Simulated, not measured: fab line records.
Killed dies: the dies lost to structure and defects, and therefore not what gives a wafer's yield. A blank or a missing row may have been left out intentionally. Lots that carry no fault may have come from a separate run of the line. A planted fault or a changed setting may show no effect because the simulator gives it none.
fab line records    flow nand-harc
record lots=14  wafers=42  last-day=33
route steps=1302 shown P_ZERO_WELL@17 P_STI@87
lots that met no fault: taken from a fault-free run of the same line
start-h: hours from the record's first day to the start of the lot's first wafer shown    wait-h: hours elapsed since this lot's preceding step    " same as the row above    L1.1+2: a single row standing in for several wafers    - no value present, or no start provided    * or withheld: withheld    < > ~ a bound
route shown NAME@n: names a module that has steps shown in the file, with the first one's number in the route    usual: the fault-free wafers' mean and standard deviation    same: alike in all rows    chamber/n: place in a boat    sites: each site's reading    _std_site: standard deviation across them    _edge_site: mean of outer sites minus mean of inner sites    radius-mm: how far each site lies from the wafer's centre    mask NAME#n: copy n    behind: the last tool/chamber to shape the wafer    hold: why the lot went on hold/how many hours it stayed there/how the hold came to an end    device: the n, p or np transistor that did not switch    end of line: the route-end tests of the same wafers    a step without rows: its recipe alone    killed: count of dies lost to structure and defects at first sort (not the wafer's yield)    map: a wafer's dies, x killed, . not, _ none there
set.NAME: the run value of the setting; set.NAME@STEP: its run value at that earlier step    model.NAME: the simulator's own value behind a step, which no gauge read
the route's steps for a sample of lots (tables are steps, rows are wafers)
services: a tool's chamber out of use, with start hour (start-h, from the record's first day; less than 0 if before it), hours out, and reason
## steps
# step NHARC_P_ZERO_WELL_ETCH_65
# recipe target-depth-a=800  overetch-a=240  time-s=87.88  ion-energy-ev=200  n2-flow-sccm=150  h2-flow-sccm=150  ar-flow-sccm=0  rf-w=400  bias-w=150  chemistry=N2/H2
# usual drypump-motor-current-A=5.7/0.41  oes-product-au=1.002/0.0069  rf-fwd-power-W=397.1/1.3  rf-vpp-V=429.4/2.8  showerhead-plenum-p-Torr=2.00/0.1  throttle-valve-pct=14.172/0.0087
lot.wafer  tool         chamber  start-h  wait-h  drypump-motor-current-A  oes-product-au  rf-fwd-power-W  rf-hours-counter-h  rf-vpp-V  showerhead-plenum-p-Torr  throttle-valve-pct
L911.3     rie-diel-04  0        5.63     0.1     5.9                      0.991           393.1           5                   425.8     1.91                      14.164
L911.4     "            0        "        "       5.9                      1.000           395.9           -                   426.6     1.91                      14.171
L911.5     "            1        "        "       6.0                      1.006           398.6           -                   431.6     2.06                      14.161
L912.3     rie-diel-04  1        7.44     0.1     6.0                      0.994           397.1           5                   430.9     2.06                      14.177
L912.2     "            3        "        "       6.1                      1.011           397.1           4                   428.1     1.94                      14.163
L912.1     "            0        "        "       5.9                      0.993           397.1           5                   426.0     1.91                      14.179
L913.1     rie-diel-03  0        17.50    0.1     5.2                      1.003           397.5           39                  429.4     2.00                      14.180
L913.3     "            2        "        "       5.0                      1.001           396.4           33                  434.4     2.21                      14.186
L913.5     "            3        "        "       6.1                      1.003           397.2           -                   427.5     1.92                      14.167
L915.2     rie-diel-04  0        37.36    0.1     5.9                      0.995           396.5           17                  427.8     1.91                      14.165
L915.1     "            3        "        "       6.1                      1.004           398.1           17                  427.5     1.94                      14.173
L915.5     "            0        "        "       5.9                      1.000           395.4           -                   427.0     1.90                      14.182
L921.2     rie-diel-03  3        97.47    0.1     6.1                      1.012           397.1           2                   427.4     1.91                      14.183
L921.1     "            0        "        "       5.2                      1.001           397.1           2                   427.9     1.99                      14.193
L921.4     "            1        "        "       5.9                      1.001           398.2           2                   427.6     1.96                      14.176
L923.2     rie-diel-03  1        117.48   0.1     5.9                      0.992           395.7           5                   428.8     1.96                      14.157
L923.1     "            0        "        "       5.2                      0.992           398.5           6                   428.8     1.99                      14.176
L923.6     "            1        "        "       5.9                      1.000           395.6           -                   429.2     1.96                      14.186
L924.2     rie-diel-04  3        127.79   0.4     6.1                      1.005           396.0           50                  426.8     1.93                      14.176
L924.1     "            0        "        "       6.0                      1.000           395.8           49                  426.5     1.89                      14.170
L924.5     "            0        "        "       6.0                      1.001           395.1           -                   426.9     1.89                      14.174
L925.4     rie-diel-05  0        137.36   0.1     6.2                      1.007           398.6           34                  426.1     1.91                      14.171
L925.3     "            1        "        "       5.3                      1.002           396.6           30                  432.3     2.11                      14.182
L925.5     "            0        "        "       6.3                      0.999           397.2           -                   427.1     1.91                      14.172
L926.1     rie-diel-03  2        147.36   0.1     5.0                      1.004           397.1           12                  433.9     2.19                      14.184
L926.4     "            3        "        "       6.1                      1.001           396.2           14                  428.0     1.91                      14.170
L926.5     "            2        "        "       5.0                      1.017           396.6           -                   436.2     2.19                      14.172
L927.1     rie-diel-03  2        157.61   0.2     5.0                      1.001           394.7           18                  434.9     2.19                      14.174
L927.2     "            3        "        "       6.1                      1.008           396.4           20                  427.5     1.91                      14.172
L927.5     "            3        "        "       6.1                      1.002           398.2           -                   427.1     1.91                      14.186
L930.2     rie-diel-05  3        187.49   0.1     5.2                      1.008           396.9           46                  432.5     2.20                      14.175
L930.6     "            3        "        "       5.2                      1.006           396.6           -                   436.3     2.20                      14.161
L930.5     "            0        "        "       6.3                      0.994           395.8           -                   426.8     1.91                      14.184
L931.2     rie-diel-04  3        197.37   0.1     6.1                      1.007           396.2           11                  428.2     1.92                      14.175
L931.1     "            0        "        "       5.9                      0.981           396.9           11                  425.6     1.89                      14.177
L931.6     "            1        "        "       6.0                      1.008           398.6           -                   430.8     2.04                      14.165
L932.3     rie-diel-03  3        208.40   0.4     6.1                      1.016           397.9           37                  426.3     1.90                      14.184
L932.2     "            1        "        "       5.9                      1.001           396.6           31                  427.7     1.96                      14.179
L932.6     "            3        "        "       6.1                      1.008           399.3           -                   427.2     1.90                      14.177
L933.1     rie-diel-03  0        217.36   0.1     5.2                      0.985           397.2           37                  429.1     1.98                      14.177
L933.3     "            2        "        "       5.0                      1.003           395.7           32                  433.4     2.19                      14.167
L933.4     "            3        "        "       6.1                      1.003           397.4           39                  426.8     1.90                      14.172
# step NHARC_P_ZERO_WELL_DESCUM_26
# recipe time-s=3  o2-flow-sccm=200  ar-flow-sccm=0  bias-power-w=0  chemistry=O2
# usual drypump-motor-current-A=5.7/0.42  oes-product-au=1.001/0.0065  rf-vpp-V=57.6/0.96  showerhead-plenum-p-Torr=1.88/0.1  throttle-valve-pct=11.312/0.0089
lot.wafer  tool         chamber  start-h  wait-h  drypump-motor-current-A  oes-product-au  rf-hours-counter-h  rf-vpp-V  showerhead-plenum-p-Torr  throttle-valve-pct
L911.3     rie-diel-04  1        6.95     -       5.9                      1.007           5                   57.5      1.94                      11.305
L911.4     "            3        "        "       6.1                      0.997           -                   57.0      1.83                      11.308
L911.5     "            0        "        "       5.9                      0.992           -                   57.6      1.79                      11.316
L912.1     rie-diel-05  2        8.73     -       6.2                      0.993           52                  58.2      1.82                      11.310
L912.3     "            3        "        "       5.2                      1.002           49                  57.2      1.77                      11.301
L912.2     "            0        "        "       6.3                      1.001           46                  56.4      1.81                      11.308
L913.3     rie-diel-03  3        18.80    -       6.1                      1.005           40                  57.2      1.80                      11.326
L913.1     "            1        "        "       5.9                      0.997           37                  57.4      1.85                      11.316
L913.5     "            2        "        "       5.0                      1.007           -                   58.3      2.06                      11.319
L915.2     rie-diel-03  3        38.51    -       6.1                      1.005           45                  57.9      1.80                      11.329
L915.1     "            1        "        "       5.9                      0.989           41                  57.8      1.85                      11.308
L915.5     "            2        "        "       5.0                      1.003           -                   57.8      2.06                      11.315
L921.2     rie-diel-05  0        98.73    -       6.3                      1.006           21                  57.6      1.80                      11.325
L921.4     "            1        "        "       5.4                      1.013           20                  59.3      1.98                      11.312
L921.1     "            3        "        "       5.2                      1.008           20                  57.6      2.07                      11.315
L923.1     rie-diel-04  3        118.73   -       6.1                      1.000           48                  57.4      1.81                      11.305
L923.2     "            0        "        "       5.9                      0.998           47                  57.8      1.78                      11.307
L923.6     "            0        "        "       6.0                      0.991           -                   58.3      1.78                      11.315
L924.2     rie-diel-05  2        129.05   -       6.1                      1.002           34                  56.4      1.80                      11.306
L924.1     "            0        "        "       6.3                      1.004           32                  55.8      1.80                      11.316
L924.5     "            2        "        "       6.1                      1.007           -                   57.1      1.80                      11.329
L925.3     rie-diel-04  2        138.63   -       5.6                      0.994           43                  57.8      1.82                      11.309
L925.4     "            3        "        "       6.1                      1.005           52                  59.0      1.81                      11.325
L925.5     "            1        "        "       6.0                      1.007           -                   58.8      1.92                      11.326
L926.1     rie-diel-05  0        148.51   -       6.3                      1.002           38                  57.4      1.80                      11.316
L926.4     "            1        "        "       5.4                      1.004           35                  57.1      1.98                      11.325
L926.5     "            3        "        "       5.2                      1.005           -                   58.9      2.06                      11.312
L927.2     rie-diel-03  3        158.74   -       6.1                      1.006           21                  56.8      1.79                      11.330
L927.1     "            0        "        "       5.2                      1.001           20                  57.6      1.87                      11.312
L927.5     "            0        "        "       5.2                      1.006           -                   57.4      1.87                      11.303
L930.2     rie-diel-05  1        188.64   -       5.3                      0.996           46                  57.4      1.97                      11.310
L930.5     "            0        "        "       6.3                      1.004           -                   57.9      1.79                      11.320
L930.6     "            1        "        "       5.4                      0.998           -                   58.0      1.97                      11.319
L931.2     rie-diel-03  2        198.50   -       5.0                      1.006           30                  59.0      2.05                      11.321
L931.1     "            0        "        "       5.2                      1.003           32                  58.2      1.86                      11.314
L931.6     "            1        "        "       5.9                      1.005           -                   56.3      1.84                      11.306
L932.2     rie-diel-04  0        209.68   -       5.9                      1.002           17                  57.1      1.77                      11.291
L932.3     "            3        "        "       6.1                      1.005           17                  57.3      1.80                      11.297
L932.6     "            3        "        "       6.1                      1.010           -                   56.6      1.80                      11.295
L933.1     rie-diel-03  2        218.49   -       5.0                      0.995           32                  59.4      2.05                      11.311
L933.4     "            0        "        "       5.2                      0.994           37                  57.6      1.86                      11.307
L933.3     "            1        "        "       5.9                      0.991           33                  58.0      1.84                      11.304
# step NHARC_P_ZERO_WELL_EXPOSE_34
# recipe na=0.6  target-cd-nm=720  dose-mj=22.31  mask-id=P_PWELL
# usual exposure-dose-mJ-cm2=22.310/0.021  focus-offset-nm=-0.1/0.51
lot.wafer  tool            chamber  start-h  wait-h  mask       exposure-dose-mJ-cm2  focus-offset-nm
L911.3     krf-scanner-02  0        8.15     -       P_PWELL#0  22.310                0.7
L911.4     "               0        "        "       P_PWELL#0  22.323                1.4
L911.5     "               0        "        "       P_PWELL#0  22.330                0.8
L912.1     krf-scanner-03  0        10.06    -       P_PWELL#0  22.293                -0.8
L912.2     "               0        "        "       P_PWELL#0  22.306                -0.3
L912.3     "               0        "        "       P_PWELL#0  22.338                -0.4
L913.1     krf-scanner-03  0        19.98    -       P_PWELL#0  22.313                0.5
L913.3     "               0        "        "       P_PWELL#0  22.288                -0.3
L913.5     "               0        "        "       P_PWELL#0  22.317                -0.1
L915.1     krf-scanner-04  0        39.85    -       P_PWELL#0  22.314                0.3
L915.2     "               0        "        "       P_PWELL#0  22.336                0.1
L915.5     "               0        "        "       P_PWELL#0  22.330                -0.5
L921.1     krf-scanner-04  0        100.05   -       P_PWELL#0  14.033                0.2
L921.2     "               0        "        "       P_PWELL#0  13.984                0.6
L921.4     "               0        "        "       P_PWELL#0  14.028                0.0
L923.1     krf-scanner-04  0        120.08   -       P_PWELL#0  14.041                -0.6
L923.2     "               0        "        "       P_PWELL#0  14.039                0.2
L923.6     "               0        "        "       P_PWELL#0  14.038                -0.4
L924.1     krf-scanner-02  0        130.36   -       P_PWELL#0  22.345                -0.6
L924.2     "               0        "        "       P_PWELL#0  22.345                -0.3
L924.5     "               0        "        "       P_PWELL#0  22.335                -0.3
L925.3     krf-scanner-02  0        139.83   -       P_PWELL#0  22.283                0.9
L925.4     "               0        "        "       P_PWELL#0  22.298                0.3
L925.5     "               0        "        "       P_PWELL#0  22.294                0.4
L926.1     krf-scanner-02  0        149.68   -       P_PWELL#0  22.324                0.8
L926.4     "               0        "        "       P_PWELL#0  22.333                -0.3
L926.5     "               0        "        "       P_PWELL#0  22.308                -0.6
L927.1     krf-scanner-02  0        159.94   -       P_PWELL#0  22.340                -0.3
L927.2     "               0        "        "       P_PWELL#0  22.314                0.3
L927.5     "               0        "        "       P_PWELL#0  22.305                0.0
L930.2     krf-scanner-02  0        189.95   -       P_PWELL#0  22.275                -0.1
L930.5     "               0        "        "       P_PWELL#0  22.325                -0.6
L930.6     "               0        "        "       P_PWELL#0  22.313                1.1
L931.1     krf-scanner-02  0        199.68   -       P_PWELL#0  22.328                -0.8
L931.2     "               0        "        "       P_PWELL#0  22.281                -0.3
L931.6     "               0        "        "       P_PWELL#0  22.289                -0.7
L932.2     krf-scanner-02  0        210.90   -       P_PWELL#0  22.303                -0.5
L932.3     "               0        "        "       P_PWELL#0  22.312                0.3
L932.6     "               0        "        "       P_PWELL#0  22.345                0.3
L933.1     krf-scanner-02  0        219.68   -       P_PWELL#0  22.313                0.3
L933.3     "               0        "        "       P_PWELL#0  22.304                0.1
L933.4     "               0        "        "       P_PWELL#0  22.314                0.3
# step NHARC_P_ZERO_WELL_CD_MEAS_37
# recipe target-cd-nm=720  landing-energy-ev=500
# usual cd-nm=720.2/1.5
lot.wafer  tool       chamber  start-h  wait-h  cd-nm
L911.3     cd-sem-03  0        8.31     -       720.0
L911.4     "          0        "        "       718.5
L911.5     "          0        "        "       718.6
L912.1     cd-sem-01  0        10.23    -       721.0
L912.2     "          0        "        "       721.8
L912.3     "          0        "        "       722.3
L913.1     cd-sem-02  0        20.13    -       718.4
L913.3     "          0        "        "       718.6
L913.5     "          0        "        "       720.0
L915.1     cd-sem-01  0        40.01    -       721.0
L915.2     "          0        "        "       719.6
L915.5     "          0        "        "       722.1
L921.1     cd-sem-01  0        100.21   -       641.0
L921.2     "          0        "        "       638.8
L921.4     "          0        "        "       640.6
L923.1     cd-sem-01  0        120.24   -       638.4
L923.2     "          0        "        "       639.3
L923.6     "          0        "        "       640.9
L924.1     cd-sem-03  0        130.52   -       721.5
L924.2     "          0        "        "       721.7
L924.5     "          0        "        "       722.3
L925.3     cd-sem-01  0        139.98   -       721.7
L925.4     "          0        "        "       723.2
L925.5     "          0        "        "       722.6
L926.1     cd-sem-03  0        149.84   -       718.1
L926.4     "          0        "        "       719.4
L926.5     "          0        "        "       721.7
L927.1     cd-sem-03  0        160.10   -       719.8
L927.2     "          0        "        "       720.1
L927.5     "          0        "        "       720.2
L930.2     cd-sem-03  0        190.11   -       719.8
L930.5     "          0        "        "       720.3
L930.6     "          0        "        "       721.2
L931.1     cd-sem-01  0        199.83   -       720.8
L931.2     "          0        "        "       719.5
L931.6     "          0        "        "       720.8
L932.2     cd-sem-01  0        211.05   -       720.4
L932.3     "          0        "        "       721.4
L932.6     "          0        "        "       723.4
L933.1     cd-sem-03  0        219.83   -       719.1
L933.3     "          0        "        "       718.5
L933.4     "          0        "        "       721.0
# step NHARC_P_STI_DESCUM_14
# recipe time-s=3  o2-flow-sccm=200  ar-flow-sccm=0  bias-power-w=0  chemistry=O2
# usual drypump-motor-current-A=5.5/0.4  oes-product-au=1.001/0.0073  rf-vpp-V=57.9/0.9  showerhead-plenum-p-Torr=1.92/0.075  throttle-valve-pct=11.312/0.0087
lot.wafer  tool         chamber  start-h  wait-h  drypump-motor-current-A  oes-product-au  rf-hours-counter-h  rf-vpp-V  showerhead-plenum-p-Torr  throttle-valve-pct
L912.1     rie-diel-13  1        28.07    -       5.3                      0.992           4                   57.1      1.99                      11.330
L912.2     "            2        "        "       5.9                      1.004           3                   55.8      1.93                      11.306
L912.3     "            3        "        "       5.1                      1.003           5                   59.4      1.80                      11.314
L911.3     rie-diel-09  1        28.22    -       5.1                      1.010           4                   56.2      1.88                      11.316
L911.4     "            3        "        "       5.6                      0.997           5                   59.1      1.98                      11.320
L911.5     "            1        "        "       5.1                      1.005           -                   58.5      1.88                      11.323
L913.1     rie-diel-09  3        39.19    -       5.7                      1.006           6                   59.4      1.98                      11.305
L913.3     "            0        "        "       5.4                      0.996           5                   56.9      1.97                      11.306
L913.5     "            2        "        "       5.3                      0.996           -                   57.4      1.88                      11.310
L915.1     rie-diel-09  3        59.98    -       5.7                      1.000           7                   59.6      1.98                      11.304
L915.2     "            2        "        "       5.2                      1.005           6                   58.2      1.88                      11.295
L915.5     "            3        "        "       5.7                      1.002           -                   59.5      1.98                      11.313
L921.2     rie-diel-13  3        119.29   -       5.2                      1.001           14                  56.3      1.80                      11.314
L921.1     "            0        "        "       6.0                      0.997           13                  57.8      1.82                      11.305
L921.4     "            3        "        "       5.2                      0.997           -                   57.2      1.80                      11.312
L923.2     rie-diel-09  2        138.64   -       5.2                      1.006           1                   57.0      1.88                      11.323
L923.1     "            3        "        "       5.7                      0.994           1                   58.0      1.98                      11.304
L923.6     "            2        "        "       5.2                      0.999           -                   57.4      1.88                      11.316
L924.2     rie-diel-09  2        149.59   -       5.3                      0.998           2                   58.0      1.88                      11.302
L924.1     "            0        "        "       5.4                      1.008           2                   58.6      1.97                      11.305
L924.5     "            2        "        "       5.3                      1.001           -                   58.5      1.88                      11.324
L925.4     rie-diel-08  2        159.03   -       5.9                      0.992           7                   57.3      2.01                      11.317
L925.3     "            1        "        "       5.2                      1.007           7                   59.0      2.05                      11.319
L925.5     "            3        "        "       6.4                      1.000           -                   57.8      1.83                      11.321
L926.4     rie-diel-09  2        168.05   -       5.3                      0.991           4                   57.2      1.88                      11.306
L926.1     "            1        "        "       5.1                      1.012           3                   59.1      1.88                      11.312
L926.5     "            3        "        "       5.7                      1.007           -                   58.0      1.98                      11.294
L927.1     rie-diel-13  3        180.27   -       5.2                      1.000           3                   57.0      1.79                      11.319
L927.2     "            2        "        "       5.9                      0.984           2                   57.4      1.93                      11.311
L927.5     "            0        "        "       6.0                      0.990           -                   56.7      1.82                      11.316
L930.2     rie-diel-13  0        211.49   -       6.0                      0.993           6                   57.9      1.82                      11.309
L930.5     "            2        "        "       5.9                      0.991           -                   56.8      1.93                      11.332
L930.6     "            3        "        "       5.2                      1.000           -                   56.1      1.79                      11.319
L931.1     rie-diel-09  1        222.20   -       5.1                      0.997           6                   58.3      1.88                      11.319
L931.2     "            2        "        "       5.2                      0.995           7                   56.1      1.88                      11.306
L931.6     "            0        "        "       5.4                      1.008           -                   58.2      1.97                      11.310
L932.3     rie-diel-13  3        231.68   -       5.1                      1.000           8                   55.5      1.79                      11.314
L932.2     "            2        "        "       5.9                      0.996           6                   56.5      1.92                      11.304
L932.6     "            0        "        "       6.0                      1.003           -                   58.1      1.82                      11.320
L933.1     rie-diel-09  0        240.56   -       5.5                      1.013           7                   57.8      1.97                      11.302
L933.4     "            1        "        "       5.2                      0.992           7                   57.3      1.88                      11.313
L933.3     "            3        "        "       5.7                      0.991           8                   57.9      1.98                      11.320
## services
tool            chamber  start-h  hours  kind
rie-diel-05     0        0.45     3.9    repair
rie-diel-04     2        4.86     3.8    repair
rie-diel-04     -        16.11    0.1    repair
rie-diel-05     -        28.60    9.0    pm
rie-diel-03     3        41.98    7.6    repair
rie-diel-05     3        61.87    12.4   repair
krf-scanner-02  -        70.00    4.0    pm
rie-diel-03     -        80.37    9.0    pm
rie-diel-09     1        85.99    2.4    repair
rie-diel-09     3        89.16    16.1   repair
rie-diel-09     -        92.26    3.4    repair
krf-scanner-02  -        99.51    0.5    repair
rie-diel-05     3        108.71   6.1    repair
rie-diel-09     -        119.15   9.0    pm
rie-diel-05     1        119.66   7.0    repair
rie-diel-09     1        140.89   1.9    repair
rie-diel-04     -        154.16   9.0    pm
krf-scanner-02  -        177.11   0.8    repair
rie-diel-04     1        198.23   12.1   repair
rie-diel-03     2        205.24   9.5    repair
krf-scanner-02  -        213.13   0.4    repair
rie-diel-04     2        217.82   8.8    repair
krf-scanner-02  -        225.42   4.3    repair
rie-diel-04     -        234.19   1.2    repair
## key
first-sign step=NHARC_P_ZERO_WELL_EXPOSE_34  reading=exposure-dose-mJ-cm2  direction=down  sigmas=99+  usual=22.310  struck=14.027
effect step=NHARC_P_ZERO_WELL_CD_MEAS_37  reading=cd-nm  direction=down  sigmas=54  usual=720.2  struck=639.8
met-at NHARC_P_ZERO_WELL_EXPOSE_34
struck-lots L921,L923
sort-left-out L921.1,L921.2,L921.4,L923.1,L923.2,L923.6
tester-left-out L921,L923
not-acting-at NHARC_P_ZERO_WELL_ETCH_65,NHARC_P_ZERO_WELL_DESCUM_26,NHARC_P_STI_DESCUM_14
onset-between 39.85 100.05
fault kind=process-parameter-drift  tool=krf-scanner-04  chamber=-  onset-h=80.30  steps=NHARC_P_ZERO_WELL_EXPOSE_34  channel=dose-mj  offset=-8.268  shape=step  acts-in=these-recipes-only  stated=22.31
# tester-left-out: of these lots the tester's yield and bins aren't shown, on N5 and GAA mostly nor the transistor test; their killed dies are dies lost to structure and defects alone, not to doping, threshold or leakage, so they don't give the yield
# sort-left-out: the simulated sort isn't trusted on such a fault, so these wafers' sort isn't shown, and their yield isn't known
